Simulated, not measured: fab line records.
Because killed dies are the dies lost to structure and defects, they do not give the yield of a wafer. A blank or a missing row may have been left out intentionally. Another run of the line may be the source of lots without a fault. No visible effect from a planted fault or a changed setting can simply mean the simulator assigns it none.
A lot that was struck, set against a sound lot || flow nand harc || 15 steps out of a route of 1159
Sound: the wafers L272.1, L272.5, L272.6. Struck: wafer L280.2 (L280.3, L280.4, from the same lot, were not struck and are left out); the cause is given at the end.
Each step with rows lists, per side, the tool, then ch with its chambers, then its first start. Under that, the readings that differ: sound wafers || struck wafers || difference of the means || sigmas: that difference in standard deviations of wafers without a fault.
alike: a reading whose means differ by less than 2 such deviations, as well as words and numbers matching on both sides. not compared: withheld readings; readings where some wafer has no value; bounds like >300 that might hide an equal value; numbers whose values overlap and for which the record gives no deviation.
A row with sigmas, a row that says differs or no value, or rows on one side alone: a step with any of these is where the two part. Numbers that have no deviation but don't overlap get no sigmas and don't part them. A reading that every wafer of one side lacks parts them only if that side has two wafers or more.

first, 8 steps without rows for these wafers: NHARC_A_CONTACT_COAT_34 (time 75 s); NHARC_A_CONTACT_COAT_35 (time 65 s); NHARC_A_CONTACT_COAT_36 (resist thk 90 nm); NHARC_A_CONTACT_SOFTBAKE_37 (time 55 s); NHARC_A_CONTACT_EBR_38; NHARC_A_CONTACT_EXPOSE_39 (exposes mask A CC 3); NHARC_A_CONTACT_PEB_40 (peb time 65 s); NHARC_A_CONTACT_DEVELOP_41 (develop time 35 s).
NHARC_A_CONTACT_CD_MEAS_42: target cd 200 nm.
  sound on cd sem-01 ch 0, day 18 20:23; struck on cd sem-02 ch 0, day 20 12:49
  alike: cd nm
NHARC_A_CONTACT_OVL_MEAS_43:
  sound: overlay-01 at day 18 20:28; struck: overlay-02 at day 20 12:53
  alike: overlay x nm, overlay y nm
NHARC_A_CONTACT_INSPECT_44:
  sound: defect inspect-02 at day 18 20:30; struck: defect inspect-02 at day 20 12:56
  alike: raw defect count
NHARC_A_CONTACT_DESCUM_47: chemistry O2, time 3 s.
  sound on rie diel-01 ch 1,2,3, day 18 20:35; struck on rie diel-01 ch 2, day 20 13:02
  alike: drypump motor current A, oes product au, rf vpp V, showerhead plenum p Torr, throttle valve pct
  not compared: rf hours counter h
NHARC_A_CONTACT_ETCH_48: etches the open film in CF4, target depth 39 nm, time 65 s.
  sound on rie diel-01 ch 0,1,2, day 18 20:40; struck on rie diel-01 ch 3, day 20 13:08
{"reading": "oes product au (a.u.)", "sound": "0.999 0.986 0.987", "struck": 0.857, "difference": -0.134, "sigmas": -16}
  alike: drypump motor current A, rf vpp V, showerhead plenum p Torr, throttle valve pct
  not compared: rf hours counter h
NHARC_A_CONTACT_ETCH_49: etches the open film in N2/H2, target depth 260 nm, time 475.3 s.
  sound on rie diel-01 ch 1,2,3; struck on rie diel-01 ch 3
  alike: drypump motor current A, h2 flow sccm, oes product au, rf vpp V, showerhead plenum p Torr, throttle valve pct
  not compared: rf hours counter h
-- the record jumps here: 3 days lie between the struck wafers' starts before and after (it left off in module A_CONTACT and takes up again in module END, whose first step shown is number 1159 of the route) --
NHARC_END_SORT_01:
  sound on prober-02 ch 0, day 21 19:02; struck on prober-01 ch 0, day 23 16:44
  alike: killed at array, killed at other, killed at periphery, killed dies, killed open, killed short
  not compared: hold

## WHERE THEY PART
Only at NHARC_A_CONTACT_ETCH_48, as far as this record shows. Later steps at which nothing parts them and some readings are alike: NHARC_A_CONTACT_ETCH_49, NHARC_END_SORT_01.

WHY: what had been put in by the simulator
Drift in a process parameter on rie diel-01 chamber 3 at NHARC_A_CONTACT_ETCH_48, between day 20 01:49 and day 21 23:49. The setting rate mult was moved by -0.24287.
